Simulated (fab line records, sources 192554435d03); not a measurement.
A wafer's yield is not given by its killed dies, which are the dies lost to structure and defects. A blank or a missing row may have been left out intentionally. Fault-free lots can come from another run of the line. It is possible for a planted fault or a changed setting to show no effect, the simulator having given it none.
Chamber matching -- flow n5_finfet -- pecvd-01 running N5_BEOL_M7_ILD_DEP_00: 3 sister chambers
The step deposits SiCOH lowk from DEMS/porogen, target thk 179.75 nm, time 33.4 s. 6 wafers are shown with their chamber, then 10 later ones without.

== WAFERS WITH THEIR CHAMBER ==
wafer,chamber,throttle_valve_pct (%),showerhead_vpp_V (V)
L081.1,2,13.1,1347
L078.1,2,13.0,1348
L078.4,0,13.9,1411
L078.5,1,14.6,1302
L085.2,0,13.7,1396
L085.3,1,14.6,1268

== WAFERS WITH NO CHAMBER GIVEN ==
wafer,throttle_valve_pct (%),showerhead_vpp_V (V)
L085.5,13.1,1350
L087.3,14.2,1404
L087.4,13.8,1405
L087.5,14.6,1256
L088.1,13.7,1430
L088.2,13.0,1346
L088.3,14.4,1263
L093.2,13.7,1390
L093.3,13.3,1354
L093.6,13.3,1337

== WHICH CHAMBER EACH WENT THROUGH ==
wafer,from the rows above,in truth
L085.5,2,2
L087.3,0,0
L087.4,0,0
L087.5,1,1
L088.1,0,0
L088.2,2,2
L088.3,1,1
L093.2,0,0
L093.3,2,2
L093.6,2,2
Correctly placed: 10 of 10. From these rows, 0 cannot be placed. 0 placed wrongly.
How it was worked out, from the rows above alone: a wafer's distance from a chamber is the root of the sum, over the readings, of the square of ((its reading less the chamber's mean) divided by the reading's scatter). The wafer belongs to the nearest chamber; if the next one is less than 2 further off, it can't be placed. The mean given for a chamber averages the wafers shown for that chamber. The scatter is the square root of a quotient: the sum, over the shown wafers, of each reading's squared deviation from its chamber's mean, divided by wafers minus chambers.
